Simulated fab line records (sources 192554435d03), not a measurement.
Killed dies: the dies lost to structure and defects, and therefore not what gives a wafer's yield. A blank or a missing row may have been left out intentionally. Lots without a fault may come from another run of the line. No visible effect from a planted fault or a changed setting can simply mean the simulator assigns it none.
Which tool is to blame? ; flow n5Finfet ; Sampling: 10 lots, 29 wafers, 5 of 1938 route steps

WHAT THE GAUGES SHOWED, per wafer
N5_SD_EPI_P_EPI_MEAS_23.
lot;measured;on;thkNm (nm)
L111;day 4 00:14;filmMetro-01;60.0 60.5 61.0
L115;day 4 23:53;filmMetro-02;58.4 62.0 60.4
L116;day 5 04:03;filmMetro-01;61.1 60.7 60.6
L117;day 5 12:38;filmMetro-02;61.1 61.0 62.8
L118;day 5 21:33;filmMetro-02;62.8 59.9
L119;day 6 02:03;filmMetro-02;60.7 60.8 62.9
L121;day 6 17:02;filmMetro-01;59.8 59.6 61.5
L124;day 7 09:02;filmMetro-02;60.2 61.2 61.8
L129;day 8 09:06;filmMetro-02;60.3 60.8 60.3
L130;day 8 16:43;filmMetro-02;61.0 60.3 60.7

N5_BEOL_M4_RC_MEAS_101.
lot;measured;on;DIBL_N (mV/V);DIBL_P (mV/V);IOFF_N (nA/um);IOFF_P (nA/um);ION_N (uA/um);ION_P (uA/um);SS_N (mV/dec);SS_P (mV/dec);VT_N (mV);VT_P (mV)
L111;day 8 08:42;prober-02;33.6 35.6 36.6;32.4 35.8 36.9;0.118 0.147 0.173;0.18 0.22 0.24;668 680 691;461 471 471;71.4 72.0 72.1;72.6 73.4 73.4;257 251 248;-248 -249 -249
L115;day 9 07:42;prober-02;38.1 36.5 37.6;37.4 35.2 35.9;0.169 0.151 0.170;0.23 0.20 0.20;670 679 669;461 469 458;72.0 71.3 71.9;73.6 73.0 73.2;250 249 247;-250 -250 -251
L116;day 9 09:17;prober-01;41.1 36.9 38.0;40.4 36.6 37.7;0.279 0.175 0.186;0.29 0.21 0.23;694 679 684;470 460 465;72.1 71.8 72.0;74.6 73.2 74.4;245 249 247;-248 -252 -251
L117;day 10 03:05;prober-02;37.8 37.4 36.2;38.2 37.0 36.6;0.171 0.156 0.140;0.24 0.21 0.21;679 670 657;470 456 465;72.0 71.8 71.6;74.1 73.5 73.0;250 254 249;-249 -249 -250
L118;day 10 04:53;prober-02;37.8 36.9;37.7 36.1;0.172 0.151;0.25 0.23;677 676;474 466;71.8 71.4;73.7 73.1;247 249;-246 -247
L119;day 10 05:15;prober-01;38.4 35.0 34.1;39.8 35.6 34.0;0.223 0.157 0.149;0.27 0.22 0.19;690 676 677;473 471 467;71.5 71.9 71.1;73.7 73.3 72.8;245 247 247;-246 -249 -251
L121;day 11 05:29;prober-01;33.0 36.2 33.8;32.4 35.5 33.0;0.104 0.145 0.109;0.15 0.18 0.15;660 664 668;446 456 453;70.9 71.4 71.1;72.5 73.0 72.2;255 252 256;-254 -253 -254
L124;day 11 15:29;prober-01;34.6 34.1 37.3;33.0 32.4 36.1;0.133 0.122 0.177;0.17 0.16 0.21;675 666 684;462 459 467;70.8 71.0 71.5;72.3 72.4 74.1;248 252 248;-253 -255 -251
L129;day 12 17:18;prober-01;37.1 36.9 38.5;36.9 37.2 39.3;0.177 0.184 0.213;0.26 0.28 0.31;686 691 702;476 481 479;72.1 71.4 72.2;73.8 73.1 73.5;245 248 244;-245 -241 -241
L130;day 13 12:38;prober-02;35.6 34.5 34.9;36.6 34.6 36.2;0.159 0.131 0.147;0.20 0.17 0.19;674 664 671;456 456 456;71.3 71.1 71.0;72.6 73.1 73.5;247 252 249;-252 -255 -254

EACH LOT AND THE TOOL THAT RAN IT (in order: tool; ch and the chambers of the sampled wafers; start)
lot;N5_ILD0_CMP_03;N5_ILD0_PRECLEAN_10;N5_ILD0_ALD_15
L111;cmp-04 ch 0,1,2, day 4 03:58;remotePlasma-01 ch 1, day 4 04:37;aldSin-04 ch 0,1,3, day 4 05:18
L115;cmp-02 ch 0,3, day 5 04:17;remotePlasma-01 ch 1, day 5 04:55;aldSin-04 ch 0,1, day 5 06:15
L116;cmp-01 ch 1,3, day 5 07:31;remotePlasma-02 ch 1, day 5 08:14;aldSin-04 ch 2,3, day 5 08:48
L117;cmp-04 ch 0,1, day 5 16:01;remotePlasma-01 ch 0, day 5 16:38;aldSin-02 ch 0,1,3, day 5 17:58
L118;cmp-04 ch 1,3, day 6 01:29;remotePlasma-02 ch 0, day 6 02:04;aldSin-04 ch 0,1, day 6 02:45
L119;cmp-01 ch 0,1,2, day 6 06:06;remotePlasma-02 ch 0, day 6 06:46;aldSin-04 ch 0,2,3, day 6 07:31
L121;cmp-02 ch 0,1,2, day 6 20:22;remotePlasma-02 ch 1, day 6 21:10;aldSin-04 ch 2,3, day 6 21:50
L124;cmp-01 ch 1,2,3, day 7 12:28;remotePlasma-02 ch 1, day 7 13:20;aldSin-02 ch 0,1,3, day 7 14:46
L129;cmp-02 ch 0,1,3, day 8 12:46;remotePlasma-02 ch 0, day 8 13:34;aldSin-03 ch 0,2, day 8 14:15
L130;cmp-02 ch 1,2, day 8 20:35;remotePlasma-02 ch 0, day 8 21:12;aldSin-03 ch 0,1, day 8 21:53
- N5_ILD0_CMP_03: polishes, stops on SiNx, t overpolish 1.9 s, target thk 197.38 nm.
- N5_ILD0_PRECLEAN_10: cleans in NF3:NH3, afs cycles 5, time 20 s, sublimation time 60 s.
- N5_ILD0_ALD_15: deposits SiNx, target thk 24 nm, pulse time 1 s, ald cycles 480.

WHAT THE TOOLS THEMSELVES READ (means of the sampled wafers that have a number; where no wafer has one, the mark that the record gives instead)
N5_ILD0_CMP_03.
lot;tool;motorCurrentA (A);overpolishRunS (s);timeToEndpointS (s)
L111;cmp-04;12.2;1.892;74
L115;cmp-02;11.7;1.900;74
L116;cmp-01;11.4;1.906;67
L117;cmp-04;11.8;1.891;75
L118;cmp-04;11.5;1.910;80
L119;cmp-01;13.9;1.898;68
L121;cmp-02;12.3;1.901;69
L124;cmp-01;14.1;1.894;71
L129;cmp-02;11.6;1.904;75
L130;cmp-02;13.0;1.901;72

N5_ILD0_PRECLEAN_10.
lot;tool;rfPowerW (W);sublimationTempC (C)
L111;remotePlasma-01;29.89;180.01
L115;remotePlasma-01;30.09;179.91
L116;remotePlasma-02;29.98;180.20
L117;remotePlasma-01;30.07;179.89
L118;remotePlasma-02;29.99;180.00
L119;remotePlasma-02;29.89;179.98
L121;remotePlasma-02;30.21;179.89
L124;remotePlasma-02;29.93;179.91
L129;remotePlasma-02;30.00;180.12
L130;remotePlasma-02;30.04;179.91

N5_ILD0_ALD_15.
lot;tool;heaterPowerW (W);precursorPulseHeightRel
L111;aldSin-04;876;1.006
L115;aldSin-04;919;1.005
L116;aldSin-04;773;1.005
L117;aldSin-02;793;1.001
L118;aldSin-04;927;1.000
L119;aldSin-04;831;0.986
L121;aldSin-04;796;1.021
L124;aldSin-02;792;1.006
L129;aldSin-03;874;0.974
L130;aldSin-03;768;1.006

THE ANSWER, worked out from the rows above alone
Rule: the usual values come from the lots themselves. Put in order of their means at a reading, lots are off if they are a third of the lots or fewer, leave a main group of 4 or more, and stand apart from it by a gap of 3 or more times the standard deviation of the main group's means; of several such gaps the widest counts. Not used: any main group whose means are identical at the precision the tables above print for the reading. Also off: a lot with no number at a reading for which 4 or more lots have one. All remaining lots with rows at the step are treated as sound. The gauges are gone through in route order, then the tools' own readings, and for those a lot's mean is taken as printed above. At the first step where some lot is off, the reading lying furthest off is the one used; lots without a number count as furthest.
None of the lots is off at any reading shown; this tells nothing.

WHAT THE SIMULATOR HAD INSERTED
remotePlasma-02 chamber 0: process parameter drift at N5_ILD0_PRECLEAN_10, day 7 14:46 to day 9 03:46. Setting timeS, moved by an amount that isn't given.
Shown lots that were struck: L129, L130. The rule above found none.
